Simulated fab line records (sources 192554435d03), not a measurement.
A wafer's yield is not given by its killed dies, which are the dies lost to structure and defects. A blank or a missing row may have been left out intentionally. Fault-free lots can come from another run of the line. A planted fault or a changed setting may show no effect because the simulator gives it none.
A struck lot beside a sound one || flow n5_finfet || 36 steps out of a route of 1938
Sound: these wafers, L421.3, L421.4, L421.6. Struck: wafer L429.6 (left out: L429.2, L429.4 of the same lot, which were not struck); the cause appears at the end.
Per side, at each step with rows, come the tool, then ch with its chambers, and then its first start. Under that, the readings that differ: sound wafers || struck wafers || difference of the means || sigmas: that difference in standard deviations of wafers without a fault.
alike: a reading whose means differ by less than 2 such deviations, as well as words and numbers matching on both sides. not compared: withheld readings; readings where some wafer has no value; bounds like >300 that might hide an equal value; numbers whose values overlap and for which the record gives no deviation.
The two part at a step that has a row with sigmas, a row that says differs or no value, or rows on one side only. Numbers that have no deviation but don't overlap get no sigmas and don't part them. Lack of a reading on every wafer of one side parts them only where that side has two or more wafers.

first, 9 steps without rows for these wafers: N5_BEOL_M4_ANNEAL_95 (time 240 s); N5_BEOL_M4_SPUTTER_96 (material Cu, target thk 4.5 nm, time 8.29 s); N5_BEOL_M4_ECD_50 (material Cu, target thk 300 nm); N5_BEOL_M4_ANNEAL_51 (time 90 s); N5_BEOL_M4_CMP_52 (polishes, stops on SiOC, t overpolish 6.8 s, target thk 40 nm); N5_BEOL_M4_PRE_CLEAN_60 (time 15 s); N5_BEOL_M4_CO_CAP_55 (material Co, precursor CCTBA/H2, target thk 2 nm, time 102.1 s); N5_BEOL_M4_PRE_CLEAN_56 (time 15 s); N5_BEOL_M4_DEP_57 (deposits SiCN from 3MS/NH3, target thk 8 nm, time 14 s).
N5_BEOL_M4_RC_MEAS_101:
  sound on prober-02 ch 0, day 9 17:01; struck on prober-02 ch 0, day 11 09:32
  alike: DIBL_N, DIBL_P, IOFF_N, IOFF_P, ION_N, ION_P, SS_N, SS_P, VT_N, VT_P
then, 24 steps without rows for these wafers: N5_BEOL_M5_ILD_DEP_00 (deposits SiCOH lowk from DEMS/porogen, target thk 140.64 nm, time 25.9 s); N5_BEOL_M5_CURE_79 (cures SiCOH lowk, time 240 s); N5_BEOL_M5_PECVD_70 (deposits SiO2 from TEOS/O2, target thk 16 nm, time 18 s); N5_BEOL_M5_HM_DEP_02 (deposits TiN, target thk 20 nm); N5_BEOL_M5_COAT_59 (time 60 s, resist thk 60 nm); N5_BEOL_M5_COAT_60 (time 60 s, resist thk 12 nm); N5_BEOL_M5_COAT_71 (time 60 s, resist thk 5 nm); N5_BEOL_M5_COAT_05 (resist thk 30 nm); N5_BEOL_M5_EBR_07; N5_BEOL_M5_SOFTBAKE_06 (time 60 s); N5_BEOL_M5_EXPOSE_08 (exposes mask M5, target cd 28 nm); N5_BEOL_M5_PEB_09 (peb time 60 s); N5_BEOL_M5_DEVELOP_10 (develop time 30 s); N5_BEOL_M5_DESCUM_16 (chemistry O2, time 7 s); N5_BEOL_M5_ETCH_72 (etches underlayer in N2/H2, target depth 6.5 nm, time 5.2 s); N5_BEOL_M5_ETCH_61 (etches SiARC in CF4, target depth 15.6 nm, time 26 s); N5_BEOL_M5_ETCH_62 (etches SOC in N2/H2, target depth 75 nm, overetch 15 nm, time 112.5 s); N5_BEOL_M5_STRIP_63 (strips in N2/H2); N5_BEOL_M5_STRIP_73 (strips in N2/H2); N5_BEOL_M5_STRIP_64 (strips in CF4); N5_BEOL_M5_HM_OPEN_17 (chemistry Cl2/BCl3, target TiN, target depth 20 nm, overetch 6 nm); N5_BEOL_M5_STRIP_19 (strips in O2); N5_BEOL_M5_COAT_65 (time 60 s, resist thk 60 nm); N5_BEOL_M5_COAT_66 (time 60 s, resist thk 12 nm).
-- here the record skips 3 days between the struck wafers' starts before and after, leaving off in module BEOL_M5 and picking up in module BEOL_M11 (first step shown: number 1575 of the route) --
N5_BEOL_M11_VIA_ETCH_34: etches SiCOH lowk in C4F6/O2, target depth 184.5 nm, time 69.2 s.
  sound on rie_diel-01 ch 0,2, day 12 05:37; struck on rie_diel-06 ch 2, day 14 01:19
{"reading": "model.etch.depth_nm (nm)", "sound": "183.8 183.4 183.2", "struck": 139.3, "difference": -44.2, "sigmas": ""}
{"reading": "model.SOC_of_BEOL_M11_COAT_63.thk_nm (nm)", "sound": "92 92.2 92", "struck": 93.8, "difference": "+1.7", "sigmas": ""}
  alike: drypump_motor_current_A, mfc_ar_sccm, oes_o_777_au, oes_product_au, rf_vpp_V, showerhead_plenum_p_Torr, throttle_valve_pct
  not compared: rf_hours_counter_h
N5_PASSIVATION_PROBE_49:
  struck on prober-01, day 15 17:37; sound on prober-01, day 14 05:00
{"reading": "defect_limited_yield (%)", "sound": "90.5 93.2 91.6", "struck": 13.6, "difference": -78.2, "sigmas": -56}
{"reading": "killed_at_M4_up", "sound": "18 11 11", "struck": 956, "difference": "+943", "sigmas": "+99 or more"}
{"reading": "killed_dies", "sound": "112 80 99", "struck": 1019, "difference": "+922", "sigmas": "+54"}
{"reading": "killed_on_rim", "sound": "14 16 10", "struck": 94, "difference": "+81", "sigmas": "+18"}
{"reading": "sort_bin_5_function (%)", "sound": "4.5 3.5 4.7", "struck": 83.0, "difference": "+78.8", "sigmas": "+83"}
{"reading": "sort_n_pass", "sound": "1068 1100 1081", "struck": 161, "difference": -922, "sigmas": -54}
{"reading": "sort_yield_pct (%)", "sound": "90.5 93.2 91.6", "struck": 13.6, "difference": -78.2, "sigmas": -52}
  alike: killed_at_M0_to_M3, killed_at_contacts, killed_at_front_end, killed_at_other, killed_open, killed_short, sort_bin_6_memory

== WHERE THEY PART ==
At N5_PASSIVATION_PROBE_49 and nowhere else, as far as this record goes.

WHY: what the simulator had put in
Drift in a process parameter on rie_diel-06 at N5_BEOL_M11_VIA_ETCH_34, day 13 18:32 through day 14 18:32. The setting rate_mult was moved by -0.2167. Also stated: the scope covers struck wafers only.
